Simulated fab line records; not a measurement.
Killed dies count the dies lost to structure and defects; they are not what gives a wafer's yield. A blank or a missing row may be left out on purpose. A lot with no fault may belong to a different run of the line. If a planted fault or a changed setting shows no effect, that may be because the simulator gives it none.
fab line records	flow nand_harc
[record] lots = 24	wafers = 72	last_day = 25
route steps=1159 shown P_M2@334 P_BONDPAD@365 A_ZERO_WELL@412 A_CHANNEL_FILL_D1@501 A_STAIRCASE@531
lots that met no fault: taken from a fault-free run of the same line
start_h: hours from the record's opening day to when the first of the lot's shown wafers began	wait_h: time in hours since the lot's previous step	" unchanged from the row above	L1.1+2: several wafers, shown together as one row	- value missing, or start not given	* or withheld: withheld	< > ~ a bound
route shown NAME@n: NAME is a module with steps in the file, n the number in the route of the first one	usual: average and standard deviation across the fault-free wafers	same: alike in all rows	chamber/n: place in a boat	sites: per-site readings	_std_site: their standard deviation	_edge_site: inner sites' mean taken away from outer sites' mean	radius_mm: how far each site lies from the wafer's centre	mask NAME#n: copy n	behind: the most recent tool/chamber to have shaped the wafer	hold: why the lot went on hold/how many hours it stayed there/how the hold came to an end	device: the n, p or np transistor that did not switch	end of line: tests run on the same wafers once the route is complete	a step given without rows: its recipe and nothing more	killed: the dies lost at the first sort to structure and to defects; this is not the yield of the wafer	map: the dies of a wafer, with x for killed, . for not killed, _ for no die there
set.NAME: the setting that was run; set.NAME@STEP: the one run at that earlier step	model.NAME: the simulator's own value behind a step, which no gauge read
steps of the route over a sample of lots; a table a step, a row a wafer
services: a tool's chamber out of use, with start hour (start_h, from the record's first day; less than 0 if before it), hours out, and reason
[[steps]]
[step NHARC_P_M2_CD_MEAS_16]
[usual] cd_nm = 170.0/0.58
lot.wafer	tool	chamber	start_h	wait_h	cd_nm
L074.1	cd_sem-02	-	123.91	-	170.5
L074.4	"	-	"	"	169.3
L074.5	"	-	"	"	170.3
L077.3	cd_sem-03	-	140.81	-	169.9
L077.4	"	-	"	"	170.0
L077.6	"	-	"	"	170.5
L076.1	cd_sem-01	-	145.59	-	168.8
L076.2	"	-	"	"	169.8
L076.6	"	-	"	"	170.1
L075.2	cd_sem-02	-	146.83	-	170.2
L075.4	"	-	"	"	169.3
L075.6	"	-	"	"	169.3
L078.3	cd_sem-02	-	148.66	-	170.3
L078.4	"	-	"	"	170.1
L078.5	"	-	"	"	170.8
L079.2	cd_sem-03	-	154.74	-	170.5
L079.3	"	-	"	"	169.5
L079.5	"	-	"	"	170.5
L080.1	cd_sem-03	-	155.57	-	169.8
L080.2	"	-	"	"	170.3
L080.3	"	-	"	"	169.0
L082.2	cd_sem-03	-	166.17	-	170.4
L082.3	"	-	"	"	169.4
L082.6	"	-	"	"	170.0
L081.1	cd_sem-01	-	167.60	-	170.2
L081.4	"	-	"	"	169.9
L081.6	"	-	"	"	169.9
L084.1	cd_sem-02	-	178.04	-	168.3
L084.4	"	-	"	"	168.8
L084.6	"	-	"	"	169.5
L083.2	cd_sem-03	-	180.63	-	170.3
L083.4	"	-	"	"	170.5
L083.5	"	-	"	"	169.6
L086.1	cd_sem-01	-	206.36	-	169.3
L086.2	"	-	"	"	169.1
L086.4	"	-	"	"	170.2
L087.1	cd_sem-01	-	206.95	-	170.5
L087.4	"	-	"	"	170.7
L087.5	"	-	"	"	170.3
L085.1	cd_sem-01	-	207.62	-	170.3
L085.3	"	-	"	"	170.0
L085.6	"	-	"	"	170.0
L089.1	cd_sem-01	-	213.08	-	169.9
L089.4	"	-	"	"	170.6
L089.5	"	-	"	"	169.9
L088.3	cd_sem-01	-	214.00	-	170.4
L088.4	"	-	"	"	170.6
L088.5	"	-	"	"	170.0
L090.1	cd_sem-02	-	220.56	-	169.7
L090.3	"	-	"	"	170.3
L090.6	"	-	"	"	170.4
L092.2	cd_sem-01	-	227.48	-	170.4
L092.3	"	-	"	"	170.7
L092.6	"	-	"	"	170.8
L091.2	cd_sem-03	-	228.58	-	170.5
L091.4	"	-	"	"	170.7
L091.6	"	-	"	"	169.7
L093.2	cd_sem-01	-	242.09	-	169.5
L093.3	"	-	"	"	170.4
L093.4	"	-	"	"	169.9
L094.4	cd_sem-03	-	242.97	-	168.8
L094.5	"	-	"	"	169.5
L094.6	"	-	"	"	168.0
L095.2	cd_sem-01	-	250.52	-	169.7
L095.5	"	-	"	"	169.2
L095.6	"	-	"	"	169.2
L096.3	cd_sem-02	-	259.87	-	170.0
L096.4	"	-	"	"	169.9
L096.5	"	-	"	"	169.9
L097.3	cd_sem-02	-	260.61	-	169.2
L097.4	"	-	"	"	169.5
L097.6	"	-	"	"	169.6
[step NHARC_P_BONDPAD_OVL_MEAS_38]
[usual] overlay_x_nm = 0/4.8	overlay_y_nm = 1/5.5
lot.wafer	tool	chamber	start_h	wait_h	overlay_x_nm	overlay_y_nm
L074.1	overlay-02	-	128.04	-	7	-1
L074.4	"	-	"	"	8	-1
L074.5	"	-	"	"	7	-1
L077.3	overlay-01	-	145.01	-	2	-5
L077.4	"	-	"	"	1	-5
L077.6	"	-	"	"	1	-5
L076.1	overlay-02	-	149.76	-	-4	-1
L076.2	"	-	"	"	-4	-1
L076.6	"	-	"	"	-4	-1
L075.2	overlay-01	-	151.95	-	2	12
L075.4	"	-	"	"	2	13
L075.6	"	-	"	"	1	13
L078.3	overlay-01	-	152.74	-	-4	1
L078.4	"	-	"	"	-4	2
L078.5	"	-	"	"	-4	2
L079.2	overlay-02	-	158.77	-	-4	1
L079.3	"	-	"	"	-3	1
L079.5	"	-	"	"	-4	1
L080.1	overlay-02	-	159.66	-	0	-6
L080.2	"	-	"	"	0	-6
L080.3	"	-	"	"	0	-6
L082.2	overlay-02	-	170.49	-	-2	7
L082.3	"	-	"	"	-1	7
L082.6	"	-	"	"	-2	7
L081.1	overlay-01	-	171.63	-	-2	5
L081.4	"	-	"	"	-1	5
L081.6	"	-	"	"	-1	4
L084.1	overlay-02	-	182.18	-	-8	-4
L084.4	"	-	"	"	-8	-4
L084.6	"	-	"	"	-9	-4
L083.2	overlay-01	-	184.75	-	5	-1
L083.4	"	-	"	"	5	0
L083.5	"	-	"	"	5	-1
L086.1	overlay-01	-	210.76	-	-2	8
L086.2	"	-	"	"	-2	8
L086.4	"	-	"	"	-1	8
L087.1	overlay-02	-	211.18	-	2	11
L087.4	"	-	"	"	1	11
L087.5	"	-	"	"	1	10
L085.1	overlay-01	-	211.88	-	-6	5
L085.3	"	-	"	"	-5	4
L085.6	"	-	"	"	-4	4
L089.1	overlay-02	-	217.17	-	-6	-5
L089.4	"	-	"	"	-6	-5
L089.5	"	-	"	"	-6	-5
L088.3	overlay-02	-	218.29	-	-7	1
L088.4	"	-	"	"	-7	2
L088.5	"	-	"	"	-7	1
L090.1	overlay-02	-	224.75	-	5	10
L090.3	"	-	"	"	4	10
L090.6	"	-	"	"	5	10
L092.2	overlay-02	-	231.63	-	3	-2
L092.3	"	-	"	"	3	-2
L092.6	"	-	"	"	3	-1
L091.2	overlay-01	-	232.67	-	-4	8
L091.4	"	-	"	"	-4	8
L091.6	"	-	"	"	-5	8
L093.2	overlay-01	-	247.03	-	12	-6
L093.3	"	-	"	"	12	-7
L093.4	"	-	"	"	11	-7
L094.4	overlay-02	-	247.32	-	0	2
L094.5	"	-	"	"	0	2
L094.6	"	-	"	"	0	3
L095.2	overlay-01	-	256.03	-	8	-6
L095.5	"	-	"	"	8	-6
L095.6	"	-	"	"	8	-6
L096.3	overlay-01	-	264.15	-	-2	-2
L096.4	"	-	"	"	-2	-2
L096.5	"	-	"	"	-2	-1
L097.3	overlay-02	-	265.18	-	2	2
L097.4	"	-	"	"	3	2
L097.6	"	-	"	"	2	2
[step NHARC_A_ZERO_WELL_INSPECT_17]
[usual] raw_defect_count = 10/5.5
lot.wafer	tool	chamber	start_h	wait_h	raw_defect_count
L074.1	defect_inspect-01	-	133.63	0.2	4
L074.4	"	-	"	"	8
L074.5	"	-	"	"	5
L077.3	defect_inspect-01	-	150.64	0.1	21
L077.4	"	-	"	"	18
L077.6	"	-	"	"	23
L076.1	defect_inspect-01	-	155.33	0.2	9
L076.2	"	-	"	"	5
L076.6	"	-	"	"	5
L075.2	defect_inspect-02	-	157.80	0.1	4
L075.4	"	-	"	"	10
L075.6	"	-	"	"	8
L078.3	defect_inspect-01	-	158.55	0.1	10
L078.4	"	-	"	"	9
L078.5	"	-	"	"	19
L079.2	defect_inspect-01	-	164.16	0.1	10
L079.3	"	-	"	"	24
L079.5	"	-	"	"	10
L080.1	defect_inspect-01	-	165.35	0.2	11
L080.2	"	-	"	"	12
L080.3	"	-	"	"	9
L082.2	defect_inspect-02	-	175.85	0.1	2
L082.3	"	-	"	"	3
L082.6	"	-	"	"	4
L081.1	defect_inspect-01	-	177.11	0.2	7
L081.4	"	-	"	"	7
L081.6	"	-	"	"	13
L084.1	defect_inspect-02	-	188.07	0.2	3
L084.4	"	-	"	"	8
L084.6	"	-	"	"	11
L083.2	defect_inspect-02	-	190.24	0.1	15
L083.4	"	-	"	"	4
L083.5	"	-	"	"	10
L086.1	defect_inspect-02	-	216.29	0.2	8
L086.2	"	-	"	"	13
L086.4	"	-	"	"	5
L087.1	defect_inspect-02	-	216.78	0.2	2
L087.4	"	-	"	"	9
L087.5	"	-	"	"	8
L085.1	defect_inspect-02	-	217.61	0.2	11
L085.3	"	-	"	"	10
L085.6	"	-	"	"	18
L089.1	defect_inspect-02	-	222.61	0.2	7
L089.4	"	-	"	"	21
L089.5	"	-	"	"	16
L088.3	defect_inspect-02	-	224.03	0.1	9
L088.4	"	-	"	"	4
L088.5	"	-	"	"	8
L090.1	defect_inspect-01	-	230.17	0.2	5
L090.3	"	-	"	"	10
L090.6	"	-	"	"	17
L092.2	defect_inspect-01	-	237.11	0.1	8
L092.3	"	-	"	"	15
L092.6	"	-	"	"	17
L091.2	defect_inspect-01	-	238.57	0.1	12
L091.4	"	-	"	"	13
L091.6	"	-	"	"	12
L093.2	defect_inspect-01	-	254.51	0.1	7
L093.3	"	-	"	"	8
L093.4	"	-	"	"	4
L094.4	defect_inspect-01	-	254.84	0.1	14
L094.5	"	-	"	"	25
L094.6	"	-	"	"	28
L095.2	defect_inspect-01	-	262.15	0.2	6
L095.5	"	-	"	"	1
L095.6	"	-	"	"	3
L096.3	defect_inspect-02	-	269.76	0.1	7
L096.4	"	-	"	"	8
L096.5	"	-	"	"	16
L097.3	defect_inspect-02	-	270.72	0.1	12
L097.4	"	-	"	"	13
L097.6	"	-	"	"	7
[step NHARC_A_CHANNEL_FILL_D1_STRIP_28]
[recipe] time_s = 20	o2_flow_sccm = 500	ar_flow_sccm = 0	bias_w = 0	chemistry = O2
[usual] drypump_motor_current_A = 6.0/0.51	oes_product_au = 0.995/0.0083	rf_vpp_V = 58.0/0.83	showerhead_plenum_p_Torr = 3.60/0.12	throttle_valve_pct = 17.037/0.0087
lot.wafer	tool	chamber	start_h	wait_h	drypump_motor_current_A	oes_product_au	rf_hours_counter_h	rf_vpp_V	showerhead_plenum_p_Torr	throttle_valve_pct
L074.4	rie_diel-02	0	207.65	0.1	5.7	0.986	1	57.2	3.50	17.029
L074.1	"	1	"	"	6.1	0.994	1	58.7	3.64	17.038
L074.5	"	3	"	"	6.6	1.001	-	57.4	3.41	17.028
L077.3	rie_diel-02	1	219.65	0.1	6.1	0.987	1	58.0	3.64	17.046
L077.4	"	2	"	"	5.5	0.990	2	58.5	3.65	17.036
L077.6	"	1	"	"	6.1	0.986	-	58.1	3.64	17.042
L075.2	rie_diel-07	0	223.87	0.1	5.3	0.989	32	58.6	3.64	17.035
L075.4	"	1	"	"	5.0	0.996	30	57.0	3.69	17.042
L075.6	"	2	"	"	5.0	1.006	-	58.3	3.63	17.041
L076.2	rie_diel-02	2	223.88	0.1	5.5	0.996	2	58.2	3.65	17.039
L076.1	"	3	"	"	6.6	0.998	2	57.1	3.41	17.033
L076.6	"	2	"	"	5.5	0.989	-	58.0	3.65	17.032
L078.4	rie_diel-02	0	228.18	0.1	5.7	0.984	2	57.8	3.50	17.033
L078.3	"	2	"	"	5.5	1.002	2	59.9	3.65	17.049
L078.5	"	1	"	"	6.1	0.980	-	58.5	3.64	17.033
L079.2	rie_diel-13	3	234.78	0.1	6.1	0.999	6	57.7	3.78	17.033
L079.3	"	0	"	"	6.7	1.002	5	57.7	3.75	17.038
L079.5	"	0	"	"	6.7	0.992	-	58.0	3.75	17.055
L080.3	rie_diel-02	2	234.78	0.1	5.5	0.990	2	59.3	3.65	17.046
L080.2	"	3	"	"	6.7	0.999	2	57.0	3.41	17.052
L080.1	"	0	"	"	5.7	0.992	2	57.4	3.50	17.050
L081.4	rie_diel-13	3	249.84	0.1	6.1	0.998	6	58.0	3.78	17.040
L081.1	"	0	"	"	6.8	1.000	6	59.2	3.75	17.049
L081.6	"	2	"	"	6.0	1.000	-	59.3	3.71	17.041
L082.2	rie_diel-02	3	249.87	0.1	6.7	0.991	2	59.2	3.41	17.018
L082.3	"	0	"	"	5.8	0.996	2	57.6	3.50	17.047
L082.6	"	2	"	"	5.5	0.992	-	58.8	3.65	17.044
L084.1	rie_diel-13	0	263.32	0.1	6.8	1.001	6	58.7	3.75	17.047
L084.4	"	1	"	"	5.9	1.021	7	57.8	3.47	17.026
L084.6	"	0	"	"	6.8	1.000	-	58.6	3.75	17.049
L083.4	rie_diel-02	2	266.98	0.1	5.5	0.994	3	57.6	3.65	17.038
L083.2	"	0	"	"	5.8	0.986	3	57.6	3.50	17.037
L083.5	"	2	"	"	5.5	0.993	-	58.6	3.65	17.032
L087.1	rie_diel-02	2	285.06	0.1	5.5	0.998	3	58.9	3.65	17.030
L087.4	"	1	"	"	6.1	0.991	-	56.7	3.64	17.053
L087.5	"	3	"	"	6.7	1.001	-	58.2	3.41	17.032
L085.1	rie_diel-02	3	290.83	0.1	6.7	0.992	4	57.4	3.41	17.041
L085.3	"	0	"	"	5.8	0.992	3	57.6	3.50	17.036
L085.6	"	2	"	"	5.5	0.988	-	57.8	3.65	17.021
L088.4	rie_diel-13	0	290.85	0.1	6.8	0.988	0	57.4	3.75	17.030
L088.3	"	3	"	"	6.1	0.996	0	58.4	3.78	17.028
L088.5	"	1	"	"	5.9	1.004	-	56.7	3.47	17.018
L086.2	rie_diel-07	3	290.88	0.1	5.1	0.994	10	58.0	3.43	17.035
L086.4	"	0	"	"	5.3	0.982	10	57.8	3.63	17.053
L086.1	"	1	"	"	5.0	0.994	12	56.5	3.69	17.027
L089.4	rie_diel-02	3	296.01	0.1	6.7	0.978	4	59.5	3.41	17.026
L089.1	"	1	"	"	6.1	0.977	3	58.8	3.64	17.036
L089.5	"	0	"	"	5.8	0.992	-	58.0	3.50	17.031
L090.1	rie_diel-02	0	303.97	0.1	5.8	0.991	4	58.6	3.50	17.042
L090.3	"	1	"	"	6.1	0.983	3	58.1	3.64	17.042
L090.6	"	1	"	"	6.2	0.992	-	56.9	3.64	17.030
L091.4	rie_diel-02	0	307.90	0.1	5.8	0.977	4	58.0	3.50	17.052
L091.2	"	3	"	"	6.7	0.990	4	57.0	3.41	17.036
L091.6	"	0	"	"	5.8	0.993	-	58.6	3.50	17.042
L092.3	rie_diel-13	0	307.93	0.1	6.8	0.989	1	58.6	3.75	17.034
L092.2	"	2	"	"	6.1	0.992	1	58.5	3.70	17.028
L092.6	"	0	"	"	6.8	0.993	-	58.4	3.75	17.038
L094.4	rie_diel-13	3	323.64	0.1	6.1	1.012	1	57.4	3.78	17.032
L094.5	"	3	"	"	6.1	1.002	-	58.0	3.78	17.036
L094.6	"	0	"	"	6.8	0.993	-	58.7	3.75	17.029
L093.3	rie_diel-02	1	323.64	0.1	6.1	0.984	4	57.4	3.64	17.044
L093.2	"	3	"	"	6.6	0.990	4	58.3	3.41	17.052
L093.4	"	0	"	"	5.7	0.991	4	56.9	3.50	17.039
L095.2	rie_diel-13	1	330.51	0.1	5.9	1.004	2	57.3	3.46	17.024
L095.5	"	1	"	"	5.9	1.007	-	56.9	3.46	17.020
L095.6	"	2	"	"	6.0	0.998	-	56.6	3.70	17.030
L097.3	rie_diel-13	2	346.11	0.1	6.1	1.002	2	58.3	3.70	17.053
L097.4	"	1	"	"	5.8	1.018	2	58.0	3.46	17.031
L097.6	"	2	"	"	6.1	0.990	-	57.8	3.70	17.022
L096.4	rie_diel-07	0	353.00	0.1	5.3	0.998	25	57.3	3.63	17.041
L096.3	"	2	"	"	5.0	1.002	24	57.3	3.62	17.031
L096.5	"	3	"	"	5.1	0.994	-	57.2	3.42	17.043
[step NHARC_A_CHANNEL_FILL_D1_INSPECT_13]
[usual] raw_defect_count = 304/150
lot.wafer	tool	chamber	start_h	wait_h	raw_defect_count
L074.1	defect_inspect-01	-	232.83	0.2	176
L074.4	"	-	"	"	325
L074.5	"	-	"	"	179
L077.3	defect_inspect-02	-	243.54	0.1	248
L077.4	"	-	"	"	332
L077.6	"	-	"	"	283
L075.2	defect_inspect-02	-	247.72	0.2	257
L075.4	"	-	"	"	167
L075.6	"	-	"	"	193
L076.1	defect_inspect-02	-	250.49	0.2	322
L076.2	"	-	"	"	276
L076.6	"	-	"	"	175
L078.3	defect_inspect-01	-	250.50	0.1	396
L078.4	"	-	"	"	358
L078.5	"	-	"	"	453
L080.1	defect_inspect-02	-	259.23	0.2	278
L080.2	"	-	"	"	213
L080.3	"	-	"	"	277
L079.2	defect_inspect-02	-	259.24	0.1	208
L079.3	"	-	"	"	272
L079.5	"	-	"	"	190
L082.2	defect_inspect-02	-	274.10	0.2	238
L082.3	"	-	"	"	362
L082.6	"	-	"	"	233
L081.1	defect_inspect-01	-	274.14	0.2	228
L081.4	"	-	"	"	223
L081.6	"	-	"	"	146
L084.1	defect_inspect-01	-	287.09	0.2	592
L084.4	"	-	"	"	410
L084.6	"	-	"	"	505
L083.2	defect_inspect-02	-	291.23	0.1	231
L083.4	"	-	"	"	332
L083.5	"	-	"	"	442
L087.1	defect_inspect-01	-	308.98	0.2	383
L087.4	"	-	"	"	206
L087.5	"	-	"	"	218
L085.1	defect_inspect-01	-	314.41	0.2	390
L085.3	"	-	"	"	458
L085.6	"	-	"	"	301
L086.1	defect_inspect-01	-	314.42	0.2	178
L086.2	"	-	"	"	203
L086.4	"	-	"	"	322
L088.3	defect_inspect-01	-	314.58	0.1	1207
L088.4	"	-	"	"	869
L088.5	"	-	"	"	658
L089.1	defect_inspect-01	-	319.77	0.2	589
L089.4	"	-	"	"	457
L089.5	"	-	"	"	349
L090.1	defect_inspect-02	-	328.09	0.2	122
L090.3	"	-	"	"	179
L090.6	"	-	"	"	269
L091.2	defect_inspect-01	-	331.38	0.1	228
L091.4	"	-	"	"	318
L091.6	"	-	"	"	353
L092.2	defect_inspect-01	-	331.55	0.1	195
L092.3	"	-	"	"	294
L092.6	"	-	"	"	256
L093.2	defect_inspect-02	-	347.18	0.1	210
L093.3	"	-	"	"	193
L093.4	"	-	"	"	197
L094.4	defect_inspect-02	-	350.79	0.1	310
L094.5	"	-	"	"	331
L094.6	"	-	"	"	259
L095.2	defect_inspect-01	-	354.12	0.1	273
L095.5	"	-	"	"	250
L095.6	"	-	"	"	270
L097.3	defect_inspect-02	-	369.83	0.1	355
L097.4	"	-	"	"	524
L097.6	"	-	"	"	205
L096.3	defect_inspect-02	-	376.77	0.1	308
L096.4	"	-	"	"	167
L096.5	"	-	"	"	241
[step NHARC_A_STAIRCASE_ETCH_169]
[recipe] target_depth_a = 500	time_s = 107.1	ion_energy_ev = 120	ch3f_flow_sccm = 50	o2_flow_sccm = 30	ar_flow_sccm = 200	rf_w = 500	bias_w = 100	chemistry = CH3F/O2
[usual] drypump_motor_current_A = 5.6/0.52	oes_product_au = 0.947/0.021	rf_vpp_V = 244.2/1.7	showerhead_plenum_p_Torr = 2.45/0.11	throttle_valve_pct = 20.663/0.0098
lot.wafer	tool	chamber	start_h	wait_h	drypump_motor_current_A	oes_product_au	rf_hours_counter_h	rf_vpp_V	showerhead_plenum_p_Torr	throttle_valve_pct
L074.1	rie_diel-01	3	233.96	0.1	5.2	0.967	25	246.2	2.58	20.661
L074.4	"	0	"	"	5.8	0.974	22	247.9	2.57	20.644
L074.5	"	0	"	"	5.8	0.978	-	244.9	2.57	20.665
L077.4	rie_diel-01	2	244.70	0.1	4.8	0.984	38	242.1	2.50	20.666
L077.3	"	0	"	"	5.8	0.957	24	246.4	2.57	20.658
L077.6	"	1	"	"	5.5	0.978	-	242.2	2.33	20.665
L075.2	rie_diel-01	3	248.95	0.1	5.1	0.948	28	245.7	2.57	20.652
L075.4	"	0	"	"	5.8	0.919	25	245.3	2.57	20.654
L075.6	"	2	"	"	4.8	0.928	-	245.3	2.50	20.656
L076.1	rie_diel-08	3	251.52	0.1	5.5	0.972	50	241.9	2.30	20.691
L076.2	"	0	"	"	5.9	0.972	48	241.3	2.30	20.668
L076.6	"	3	"	"	5.5	0.975	-	243.4	2.30	20.675
L078.3	rie_diel-04	0	251.74	0.1	5.9	0.925	51	244.7	2.52	20.639
L078.4	"	2	"	"	5.4	0.921	45	244.8	2.44	20.669
L078.5	"	0	"	"	5.9	0.933	-	244.6	2.52	20.648
L080.1	rie_diel-08	1	260.38	0.1	6.4	0.944	49	242.9	2.39	20.668
L080.2	"	3	"	"	5.5	0.953	54	242.9	2.30	20.658
L080.3	"	0	"	"	5.9	0.949	51	242.7	2.30	20.660
L079.2	rie_diel-04	0	260.55	0.1	5.9	0.930	54	243.0	2.52	20.675
L079.3	"	2	"	"	5.4	0.924	49	243.8	2.44	20.668
L079.5	"	1	"	"	5.0	0.935	-	242.8	2.44	20.660
L082.2	rie_diel-08	2	275.45	0.1	5.2	0.922	59	246.5	2.64	20.655
L082.3	"	3	"	"	5.5	0.920	60	242.7	2.29	20.657
L082.6	"	0	"	"	5.9	0.921	-	241.3	2.30	20.650
L081.1	rie_diel-04	0	275.68	0.1	5.9	0.927	60	245.9	2.52	20.654
L081.4	"	2	"	"	5.4	0.915	-	244.6	2.44	20.663
L081.6	"	0	"	"	6.0	0.914	-	246.7	2.52	20.659
L084.1	rie_diel-01	0	288.28	0.1	5.8	0.912	40	244.8	2.56	20.680
L084.4	"	1	"	"	5.5	0.916	56	240.3	2.32	20.664
L084.6	"	2	"	"	4.8	0.920	-	245.1	2.49	20.688
L083.2	rie_diel-01	2	292.38	0.1	4.8	0.975	60	244.7	2.49	20.664
L083.4	"	3	"	"	5.2	0.979	47	245.0	2.57	20.672
L083.5	"	3	"	"	5.2	0.973	-	245.7	2.57	20.659
L087.1	rie_diel-01	2	310.45	0.1	4.8	0.914	64	246.7	2.49	20.651
L087.4	"	3	"	"	5.2	0.926	51	245.5	2.56	20.671
L087.5	"	2	"	"	4.8	0.921	-	246.1	2.49	20.650
L085.3	rie_diel-04	0	315.57	0.1	5.9	0.960	7	246.3	2.51	20.666
L085.1	"	2	"	"	5.4	0.960	7	244.4	2.44	20.667
L085.6	"	0	"	"	5.9	0.955	-	245.9	2.51	20.671
L086.1	rie_diel-08	2	317.22	0.2	5.2	0.938	3	245.3	2.63	20.669
L086.4	"	3	"	"	5.5	0.925	3	242.9	2.29	20.665
L086.2	"	1	"	"	6.3	0.937	3	244.0	2.38	20.650
L088.3	rie_diel-08	3	317.36	0.3	5.5	0.919	3	241.7	2.29	20.644
L088.4	"	1	"	"	6.4	0.938	3	242.3	2.38	20.638
L088.5	"	3	"	"	5.5	0.929	-	241.4	2.29	20.653
L089.4	rie_diel-08	3	321.00	0.2	5.5	0.948	5	242.0	2.29	20.671
L089.1	"	0	"	"	5.9	0.940	6	243.0	2.29	20.663
L089.5	"	2	"	"	5.2	0.937	-	246.5	2.63	20.657
L090.3	rie_diel-04	3	329.46	0.2	6.7	0.934	10	243.4	2.35	20.676
L090.1	"	0	"	"	5.9	0.931	15	244.4	2.51	20.656
L090.6	"	3	"	"	6.7	0.937	-	241.7	2.35	20.659
L091.4	rie_diel-04	0	332.51	0.1	5.9	0.963	16	244.1	2.51	20.672
L091.2	"	1	"	"	4.9	0.947	10	245.2	2.43	20.651
L091.6	"	1	"	"	5.0	0.953	-	244.2	2.43	20.673
L092.2	rie_diel-01	1	332.70	0.1	5.5	0.949	4	241.1	2.32	20.673
L092.3	"	2	"	"	4.8	0.956	3	243.7	2.49	20.654
L092.6	"	0	"	"	5.8	0.972	-	246.4	2.55	20.664
L093.3	rie_diel-01	1	348.36	0.1	5.5	0.951	9	242.7	2.32	20.652
L093.2	"	2	"	"	4.8	0.949	8	244.2	2.49	20.659
L093.4	"	3	"	"	5.2	0.961	8	244.6	2.56	20.664
L094.4	rie_diel-01	3	351.81	0.1	5.2	0.959	9	246.3	2.56	20.665
L094.6	"	2	"	"	4.8	0.971	-	245.6	2.49	20.653
L094.5	"	3	"	"	5.2	0.962	-	244.4	2.56	20.658
L095.2	rie_diel-04	1	355.14	0.1	5.0	0.978	18	244.5	2.43	20.659
L095.6	"	1	"	"	5.0	0.983	-	242.5	2.43	20.663
L095.5	"	2	"	"	5.4	0.983	-	244.0	2.43	20.662
L097.4	rie_diel-08	0	371.19	0.1	5.9	0.948	28	242.0	2.29	20.664
L097.3	"	2	"	"	5.2	0.983	26	247.4	2.62	20.651
L097.6	"	0	"	"	5.9	0.956	-	242.3	2.29	20.656
L096.4	rie_diel-08	1	379.39	0.1	6.4	0.963	24	243.2	2.37	20.652
L096.3	"	3	"	"	5.5	0.970	28	240.7	2.28	20.667
L096.5	"	0	"	"	5.9	0.972	-	242.2	2.29	20.661
[[services]]
tool	chamber	start_h	hours	kind
rie_diel-02	0	184.20	-	clean
rie_diel-02	1	184.20	-	clean
rie_diel-02	2	184.20	-	clean
rie_diel-02	3	184.20	-	clean
rie_diel-07	1	187.53	10.0	repair
rie_diel-04	2	190.99	3.0	repair
rie_diel-01	0	193.23	15.4	repair
rie_diel-13	1	208.05	1.8	repair
rie_diel-02	0	208.70	-	clean
rie_diel-07	-	228.20	9.0	pm
rie_diel-04	2	230.12	1.6	repair
rie_diel-04	3	257.33	51.6	repair
rie_diel-07	0	257.35	2.4	repair
rie_diel-13	2	259.22	2.6	repair
rie_diel-07	3	266.58	4.7	repair
rie_diel-13	-	276.00	9.0	pm
rie_diel-02	0	283.88	4.5	repair
rie_diel-08	-	302.10	9.0	pm
rie_diel-04	1	307.14	9.6	repair
rie_diel-01	-	315.57	9.0	pm
rie_diel-02	-	327.70	9.0	pm
rie_diel-07	3	346.18	2.7	repair
rie_diel-08	1	346.30	13.8	repair
rie_diel-07	1	348.72	1.5	repair
[[key]]
fault none
